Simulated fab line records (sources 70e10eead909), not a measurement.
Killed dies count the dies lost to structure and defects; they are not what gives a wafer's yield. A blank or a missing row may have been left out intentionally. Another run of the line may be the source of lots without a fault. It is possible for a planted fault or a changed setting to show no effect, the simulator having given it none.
fab line records | flow nandHarc
[record] lots = 12 | wafers = 36 | lastDay = 25
route steps=1159 shown P_STI@89 P_GATE@143 END@1159
lots that met no fault: from a run of the same line without faults
startH: the number of hours between the record's first day and the start of the first shown wafer of the lot | waitH: how many hours have passed since the lot's step before this one | " the same as in the row above | L1.1+2: one row covering several wafers at once | - no value present, or no start provided | * or withheld: withheld | < > ~ a bound
route shown NAME@n: a module of which the file shows steps, and the number in the route of the first | usual: mean and standard deviation over wafers with no fault | same: alike in all rows | chamber/n: place in a boat | sites: per-site readings | _std_site: how widely they spread, as a standard deviation | _edge_site: outer sites' mean less inner sites' | radiusMm: how far each site lies from the wafer's centre | mask NAME#n: copy n | behind: the most recent tool/chamber to have shaped the wafer | hold: cause of the lot's hold/its duration in hours/its outcome | device: the transistor (n, p or np) that didn't switch | end of line: the tests these same wafers got at the end of their route | step lacking rows: just its recipe | killed: dies that structure and defects cost at the first sort, which is not the same as the wafer's yield | map: shows each die of a wafer: x if killed, . if not, _ if none is there
set.NAME: the setting that was run; set.NAME@STEP: the one run at that earlier step | model.NAME: the simulator's own value behind a step, which no gauge read
the route's steps for a sample of lots (tables are steps, rows are wafers)
services: when a tool's chamber went out of use (startH, in hours from the record's first day, below 0 if earlier), for how many hours, and the reason
[[steps]]
[step NHARC_P_STI_ETCH_31]
[recipe] targetDepthA = 1089 | timeS = 54.5 | cf4FlowSccm = 100 | chf3FlowSccm = 30 | arFlowSccm = 0 | rfW = 500 | biasW = 200 | chemistry = CF4/CHF3
[usual] biasW = 200.0/0.54 | drypumpMotorCurrentA = 5.9/0.31 | mfcArSccm = 0.009/0.0085 | oesProductAu = 0.962/0.015 | rfVppV = 371.0/2.4 | showerheadPlenumPTorr = 1.59/0.068 | throttleValvePct = 16.802/0.0094
lot.wafer | tool       | chamber | startH | waitH | biasW | drypumpMotorCurrentA | mfcArSccm | oesProductAu | rfHoursCounterH | rfVppV | showerheadPlenumPTorr | throttleValvePct
L357.3    | rieDiel-10 | 1       | -      | -     | 200.5 | 5.7                  | 0         | 0.918        | 0.1             | 374.0  | 1.70                  | 16.795
L357.4    | "          | 3       | "      | "     | 199.6 | 6.1                  | 0.022     | 0.940        | 0.9             | 370.6  | 1.58                  | 16.798
L357.5    | "          | 2       | "      | "     | 201.0 | 6.0                  | 0         | 0.936        | -               | 368.4  | 1.50                  | 16.798
L359.2    | rieDiel-10 | 2       | -      | -     | 199.1 | 6.0                  | 0         | 0.973        | 1.5             | 367.9  | 1.50                  | 16.795
L359.3    | "          | 3       | "      | "     | 200.6 | 6.2                  | 0.022     | 0.976        | 1.6             | 371.3  | 1.58                  | 16.814
L359.6    | "          | 1       | "      | "     | 199.6 | 5.7                  | 0         | 0.945        | -               | 375.7  | 1.70                  | 16.792
L360.1    | rieDiel-10 | 1       | -      | -     | 199.1 | 5.8                  | 0         | 0.957        | 0.8             | 375.3  | 1.70                  | 16.802
L360.4    | "          | 3       | "      | "     | 199.2 | 6.2                  | 0.022     | 0.978        | 1.7             | 370.2  | 1.58                  | 16.809
L360.5    | "          | 1       | "      | "     | 200.0 | 5.7                  | 0         | 0.954        | -               | 375.5  | 1.70                  | 16.810
L363.2    | rieDiel-02 | 3       | -      | -     | 200.0 | 5.8                  | 0.021     | 0.971        | 5.6             | 372.5  | 1.66                  | 16.797
L363.6    | "          | 0       | "      | "     | 199.1 | 5.7                  | 0         | 0.955        | -               | 370.4  | 1.61                  | 16.798
L363.5    | "          | 1       | "      | "     | 199.6 | 6.2                  | 0.013     | 0.958        | -               | 367.1  | 1.47                  | 16.808
L366.3    | rieDiel-02 | 2       | -      | -     | 200.3 | 5.5                  | 0.006     | 0.978        | 7.1             | 373.6  | 1.68                  | 16.810
L366.4    | "          | 0       | "      | "     | 199.2 | 5.7                  | 0         | 0.953        | -               | 370.7  | 1.61                  | 16.814
L366.5    | "          | 3       | "      | "     | 201.0 | 5.8                  | 0.021     | 0.975        | -               | 374.1  | 1.66                  | 16.811
L372.3    | rieDiel-09 | 2       | -      | -     | 199.7 | 5.5                  | 0         | 0.977        | 1.4             | 367.4  | 1.53                  | 16.794
L372.5    | "          | 0       | "      | "     | 200.0 | 6.3                  | 0.012     | 0.960        | -               | 373.5  | 1.65                  | 16.807
L372.6    | "          | 1       | "      | "     | 200.4 | 5.5                  | 0.015     | 0.974        | -               | 369.8  | 1.55                  | 16.792
L374.4    | rieDiel-09 | 1       | -      | -     | 199.7 | 5.4                  | 0.015     | 0.949        | 1.8             | 370.0  | 1.55                  | 16.819
L374.3    | "          | 2       | "      | "     | 200.1 | 5.5                  | 0         | 0.965        | 1.6             | 369.8  | 1.53                  | 16.812
L374.5    | "          | 3       | "      | "     | 200.4 | 6.3                  | 0.020     | 0.980        | -               | 369.6  | 1.56                  | 16.802
L375.3    | rieDiel-02 | 1       | -      | -     | 200.3 | 6.3                  | 0.013     | 0.944        | 8.9             | 367.9  | 1.47                  | 16.797
L375.5    | "          | 0       | "      | "     | 200.2 | 5.7                  | 0         | 0.971        | -               | 372.8  | 1.61                  | 16.811
L375.6    | "          | 1       | "      | "     | 199.9 | 6.3                  | 0.013     | 0.948        | -               | 367.5  | 1.47                  | 16.800
L377.1    | rieDiel-09 | 2       | -      | -     | 199.6 | 5.5                  | 0         | 0.952        | 2.6             | 368.6  | 1.53                  | 16.801
L377.3    | "          | 3       | "      | "     | 200.6 | 6.3                  | 0.020     | 0.969        | 2.6             | 368.5  | 1.56                  | 16.811
L377.6    | "          | 2       | "      | "     | 200.2 | 5.5                  | 0         | 0.944        | -               | 368.7  | 1.53                  | 16.798
L378.3    | rieDiel-09 | 1       | -      | -     | 199.7 | 5.4                  | 0.015     | 0.961        | 2.9             | 369.0  | 1.54                  | 16.785
L378.1    | "          | 0       | "      | "     | 199.0 | 6.3                  | 0.012     | 0.952        | 3.2             | 373.7  | 1.65                  | 16.815
L378.5    | "          | 1       | "      | "     | 200.6 | 5.4                  | 0.015     | 0.965        | -               | 369.9  | 1.54                  | 16.797
L379.4    | rieDiel-10 | 0       | -      | -     | 200.6 | 6.1                  | 0.007     | 0.966        | 4.5             | 371.7  | 1.58                  | 16.811
L379.2    | "          | 3       | "      | "     | 201.4 | 6.2                  | 0.022     | 0.982        | 4.6             | 369.9  | 1.58                  | 16.814
L379.5    | "          | 1       | "      | "     | 199.3 | 5.7                  | 0         | 0.965        | -               | 375.1  | 1.70                  | 16.809
L380.1    | rieDiel-09 | 0       | -      | -     | 199.2 | 6.3                  | 0.012     | 0.957        | 3.5             | 373.7  | 1.65                  | 16.816
L380.2    | "          | 1       | "      | "     | 199.8 | 5.4                  | 0.015     | 0.949        | 3.3             | 369.4  | 1.54                  | 16.788
L380.6    | "          | 2       | "      | "     | 201.6 | 5.5                  | 0         | 0.981        | -               | 368.7  | 1.53                  | 16.801
[step NHARC_P_STI_OCD_MEAS_17]
[usual] trenchDepthNm = 301/4.5 | trenchFootCdNm = 158.9/2.3
lot.wafer | tool   | chamber | startH | waitH | trenchDepthNm | trenchFootCdNm
L357.3    | ocd-02 | -       | 35.88  | 0.1   | 296           | 158.7
L357.4    | "      | -       | "      | "     | 303           | 160.8
L357.5    | "      | -       | "      | "     | 297           | 163.4
L359.2    | ocd-02 | -       | 44.80  | 0.1   | 303           | 158.8
L359.3    | "      | -       | "      | "     | 301           | 158.1
L359.6    | "      | -       | "      | "     | 301           | 159.5
L360.1    | ocd-01 | -       | 54.75  | 0.1   | 296           | 160.9
L360.4    | "      | -       | "      | "     | 307           | 160.1
L360.5    | "      | -       | "      | "     | 299           | 156.8
L363.2    | ocd-02 | -       | 71.93  | 0.1   | 296           | 156.0
L363.5    | "      | -       | "      | "     | 300           | 162.5
L363.6    | "      | -       | "      | "     | 295           | 160.6
L366.3    | ocd-02 | -       | 94.03  | 0.1   | 308           | 158.0
L366.4    | "      | -       | "      | "     | 304           | 158.7
L366.5    | "      | -       | "      | "     | 304           | 158.8
L372.3    | ocd-01 | -       | 128.82 | 0.1   | 300           | 151.7
L372.5    | "      | -       | "      | "     | 300           | 157.8
L372.6    | "      | -       | "      | "     | 296           | 159.6
L374.3    | ocd-02 | -       | 134.50 | 0.1   | 299           | 159.9
L374.4    | "      | -       | "      | "     | 305           | 153.6
L374.5    | "      | -       | "      | "     | 298           | 156.4
L375.3    | ocd-01 | -       | 144.32 | 0.1   | 293           | 155.6
L375.5    | "      | -       | "      | "     | 302           | 158.6
L375.6    | "      | -       | "      | "     | 297           | 161.0
L377.1    | ocd-01 | -       | 156.12 | 0.1   | 294           | 158.4
L377.3    | "      | -       | "      | "     | 299           | 160.6
L377.6    | "      | -       | "      | "     | 300           | 157.5
L378.1    | ocd-02 | -       | 167.79 | 0.1   | 307           | 154.6
L378.3    | "      | -       | "      | "     | 298           | 162.1
L378.5    | "      | -       | "      | "     | 306           | 161.2
L379.2    | ocd-01 | -       | 167.84 | 0.1   | 308           | 157.6
L379.4    | "      | -       | "      | "     | 301           | 163.5
L379.5    | "      | -       | "      | "     | 300           | 160.8
L380.1    | ocd-01 | -       | 176.03 | 0.1   | 300           | 157.9
L380.2    | "      | -       | "      | "     | 306           | 159.3
L380.6    | "      | -       | "      | "     | 296           | 158.6
[step NHARC_P_STI_OCD_MEAS_43]
[usual] trenchDepthNm = 301/4.4 | trenchFootCdNm = 158.9/2.3
lot.wafer | tool   | chamber | startH | waitH | trenchDepthNm | trenchFootCdNm
L357.3    | ocd-01 | -       | 36.39  | -     | 297           | 158.6
L357.4    | "      | -       | "      | "     | 304           | 160.6
L357.5    | "      | -       | "      | "     | 297           | 163.0
L359.2    | ocd-02 | -       | 45.31  | -     | 303           | 158.5
L359.3    | "      | -       | "      | "     | 301           | 158.4
L359.6    | "      | -       | "      | "     | 301           | 158.8
L360.1    | ocd-02 | -       | 55.26  | -     | 297           | 160.7
L360.4    | "      | -       | "      | "     | 307           | 160.5
L360.5    | "      | -       | "      | "     | 299           | 156.4
L363.2    | ocd-01 | -       | 72.44  | -     | 296           | 156.1
L363.5    | "      | -       | "      | "     | 299           | 161.8
L363.6    | "      | -       | "      | "     | 295           | 160.6
L366.3    | ocd-02 | -       | 94.54  | -     | 308           | 157.5
L366.4    | "      | -       | "      | "     | 304           | 159.0
L366.5    | "      | -       | "      | "     | 304           | 158.1
L372.3    | ocd-01 | -       | 129.59 | -     | 301           | 152.2
L372.5    | "      | -       | "      | "     | 300           | 158.1
L372.6    | "      | -       | "      | "     | 296           | 160.0
L374.3    | ocd-02 | -       | 135.00 | -     | 299           | 159.6
L374.4    | "      | -       | "      | "     | 305           | 153.1
L374.5    | "      | -       | "      | "     | 298           | 157.1
L375.3    | ocd-02 | -       | 144.84 | -     | 294           | 155.6
L375.5    | "      | -       | "      | "     | 302           | 159.7
L375.6    | "      | -       | "      | "     | 297           | 160.7
L377.1    | ocd-02 | -       | 156.64 | -     | 294           | 158.9
L377.3    | "      | -       | "      | "     | 299           | 160.4
L377.6    | "      | -       | "      | "     | 299           | 158.3
L378.1    | ocd-02 | -       | 168.30 | -     | 307           | 155.4
L378.3    | "      | -       | "      | "     | 298           | 162.4
L378.5    | "      | -       | "      | "     | 305           | 160.9
L379.2    | ocd-01 | -       | 168.35 | -     | 308           | 157.8
L379.4    | "      | -       | "      | "     | 301           | 163.2
L379.5    | "      | -       | "      | "     | 301           | 160.7
L380.1    | ocd-01 | -       | 176.55 | -     | 300           | 157.5
L380.2    | "      | -       | "      | "     | 305           | 159.4
L380.6    | "      | -       | "      | "     | 296           | 158.7
[step NHARC_P_STI_STRIP_24]
[recipe] tempC = 160 | chemistry = H3PO4 | material = Si3N4
lot.wafer  | tool        | chamber | startH | waitH
L357.4+5+3 | wetBench-05 | 7,2,3   | 58.88  | 0.0
L359.3+6+2 | wetBench-01 | 6,7,1   | 64.80  | 0.0
L360.4+5+1 | wetBench-07 | 4,5,6   | 73.23  | 0.0
L363.5+2+6 | wetBench-07 | 6,1,2   | 90.43  | 0.0
L366.3+4+5 | wetBench-01 | 0,1,2   | 114.60 | 0.0
L372.6+5+3 | wetBench-05 | 4,6,7   | 147.82 | 0.0
L374.5+4+3 | wetBench-07 | 4,7,0   | 156.27 | 0.0
L375.6+5+3 | wetBench-01 | 0,2,4   | 169.06 | 0.0
L377.6+3+1 | wetBench-05 | 7,0,3   | 175.19 | 0.0
L378.3+5+1 | wetBench-07 | 7,0,4   | 189.85 | 0.0
L379.4+2+5 | wetBench-01 | 4,5,7   | 189.87 | 0.0
L380.1+2+6 | wetBench-05 | 7,1,4   | 194.47 | 0.0
[step NHARC_P_GATE_INSPECT_28]
[usual] rawDefectCount = 6.3/3
lot.wafer | tool             | chamber | startH | waitH | rawDefectCount
L357.3    | defectInspect-02 | -       | 91.38  | 0.1   | 7
L357.4    | "                | -       | "      | "     | 6
L357.5    | "                | -       | "      | "     | 6
L359.2    | defectInspect-02 | -       | 96.65  | 0.0   | 11
L359.3    | "                | -       | "      | "     | 13
L359.6    | "                | -       | "      | "     | 7
L360.1    | defectInspect-01 | -       | 106.54 | 0.0   | 8
L360.4    | "                | -       | "      | "     | 5
L360.5    | "                | -       | "      | "     | 5
L363.2    | defectInspect-01 | -       | 124.81 | 0.0   | 5
L363.5    | "                | -       | "      | "     | 8
L363.6    | "                | -       | "      | "     | 10
L366.3    | defectInspect-02 | -       | 146.46 | 0.0   | 4
L366.4    | "                | -       | "      | "     | 265
L366.5    | "                | -       | "      | "     | 2
L372.3    | defectInspect-02 | -       | 182.71 | 0.0   | 10
L372.5    | "                | -       | "      | "     | 4
L372.6    | "                | -       | "      | "     | 8
L374.3    | defectInspect-01 | -       | 188.92 | 0.0   | 10
L374.4    | "                | -       | "      | "     | 12
L374.5    | "                | -       | "      | "     | 9
L375.3    | defectInspect-02 | -       | 200.73 | 0.0   | 4
L375.5    | "                | -       | "      | "     | 3
L375.6    | "                | -       | "      | "     | 4
L377.1    | defectInspect-02 | -       | 205.70 | 0.0   | 9
L377.3    | "                | -       | "      | "     | 11
L377.6    | "                | -       | "      | "     | 6
L380.1    | defectInspect-02 | -       | 222.58 | 0.0   | 7
L380.2    | "                | -       | "      | "     | 10
L380.6    | "                | -       | "      | "     | 4
L378.1    | defectInspect-02 | -       | 222.89 | 0.0   | 6
L378.3    | "                | -       | "      | "     | 4
L378.5    | "                | -       | "      | "     | 2
L379.2    | defectInspect-02 | -       | 223.24 | 0.0   | 1
L379.4    | "                | -       | "      | "     | 8
L379.5    | "                | -       | "      | "     | 6
[step NHARC_END_SORT_01]
[recipe] tempC = 25
[usual] killedAtArray = 28/11 | killedAtOther = 0.7/1.1 | killedAtPeriphery = 2.9/2 | killedDies = 32/11 | killedOpen = 3.2/1.8 | killedShort = 2.0/1.4
[same] grossDies = 677
lot.wafer | tool      | chamber | startH | waitH | killedAtArray | killedAtOther | killedAtPeriphery | killedDies | killedOpen | killedShort
L366.3    | prober-01 | 0       | 501.86 | 3.1   | 49            | 1             | 2                 | 52         | 1          | 2
L366.4    | prober-01 | 0       | 502.66 | 3.4   | 42            | 0             | 50                | 92         | 5          | 1
L366.5    | prober-01 | 0       | 503.45 | 3.7   | 40            | 1             | 3                 | 44         | 3          | 2
// killed by level:class
L366.3 A_SLIT:chamberFilmFlake=15 A_CHANNEL_HOLE_D1:chamberFilmFlake=13 A_CONTACT:chamberFilmFlake=9 A_STAIRCASE:chamberFilmFlake=6 A_CHANNEL_FILL_D1:chamberFilmFlake=4 P_M0:geometricParticle:open=1 A_SOURCE_PLATE:geometricParticle:short=1 A_CHANNEL_FILL_D1:geometricParticle:short=1
L366.4 P_STI:unspecified=49 A_CHANNEL_HOLE_D1:chamberFilmFlake=14 A_CONTACT:chamberFilmFlake=10 A_STAIRCASE:chamberFilmFlake=5 A_SLIT:chamberFilmFlake=4 A_CHANNEL_FILL_D1:chamberFilmFlake=4 A_M0:geometricParticle:open=3 P_CONTACT:geometricParticle:open=1
L366.5 A_CHANNEL_HOLE_D1:chamberFilmFlake=13 A_SLIT:chamberFilmFlake=9 A_STAIRCASE:chamberFilmFlake=8 A_CHANNEL_FILL_D1:chamberFilmFlake=4 A_CONTACT:chamberFilmFlake=4 P_M0:geometricParticle:short=1 P_M0:geometricParticle:open=1 A_CONTACT:geometricParticle:open=1
[[services]]
tool        | chamber | startH | hours | kind
rieDiel-10  | 1       | 12.61  | 21.8  | repair
wetBench-07 | -       | 14.41  | 2.3   | repair
wetBench-05 | -       | 20.84  | 8.0   | pm
rieDiel-09  | 0       | 31.73  | -     | clean
rieDiel-09  | 1       | 31.73  | -     | clean
rieDiel-09  | 2       | 31.73  | -     | clean
rieDiel-09  | 3       | 31.73  | -     | clean
wetBench-01 | -       | 37.60  | 8.0   | pm
rieDiel-09  | 0       | 56.23  | -     | clean
rieDiel-09  | 1       | 56.23  | -     | clean
rieDiel-09  | 2       | 56.23  | -     | clean
rieDiel-09  | 3       | 56.23  | -     | clean
rieDiel-09  | -       | 77.10  | 9.0   | pm
rieDiel-09  | 0       | 77.10  | 9.0   | ventCycle
wetBench-01 | -       | 77.33  | 3.5   | repair
rieDiel-02  | 0       | 82.76  | 3.8   | repair
wetBench-07 | -       | 96.00  | 8.0   | pm
rieDiel-02  | 1       | 108.31 | 12.7  | repair
rieDiel-10  | 1       | 109.11 | 3.0   | repair
rieDiel-10  | 1       | 150.52 | 11.2  | repair
rieDiel-10  | 3       | 150.57 | 6.8   | repair
rieDiel-02  | -       | 150.70 | 9.0   | pm
rieDiel-09  | 1       | 151.71 | 4.7   | repair
rieDiel-10  | -       | 176.50 | 9.0   | pm
[[key]]
[firstSign] step = NHARC_P_GATE_INSPECT_28 | reading = rawDefectCount | direction = up | sigmas = 87 | usual = 6.3 | struck = 265
[effect] step = NHARC_END_SORT_01 | reading = killedAtPeriphery | direction = up | sigmas = 24 | usual = 2.9 | struck = 50
[moreKillsBornAt] NHARC_P_STI_STRIP_24@wetBench-01 = 49
metAt NHARC_P_STI_STRIP_24
struckLots L366
struckWafers L366.4
testerLeftOut L366
notActingAt NHARC_P_STI_ETCH_31,NHARC_P_STI_OCD_MEAS_17,NHARC_P_STI_OCD_MEAS_43
onsetBetween 64.80 114.60
[fault] kind = chamberParticleSource | tool = wetBench-01 | chamber = 1 | onsetH = 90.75 | steps = NHARC_P_STI_STRIP_24 | ratePerVisitCm2 = 0.42752 | endH = 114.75
// testerLeftOut: of these lots the tester's yield and bins aren't shown, on N5 and GAA mostly nor the transistor test; their killed dies are dies lost to structure and defects alone, not to doping, threshold or leakage, so they don't give the yield
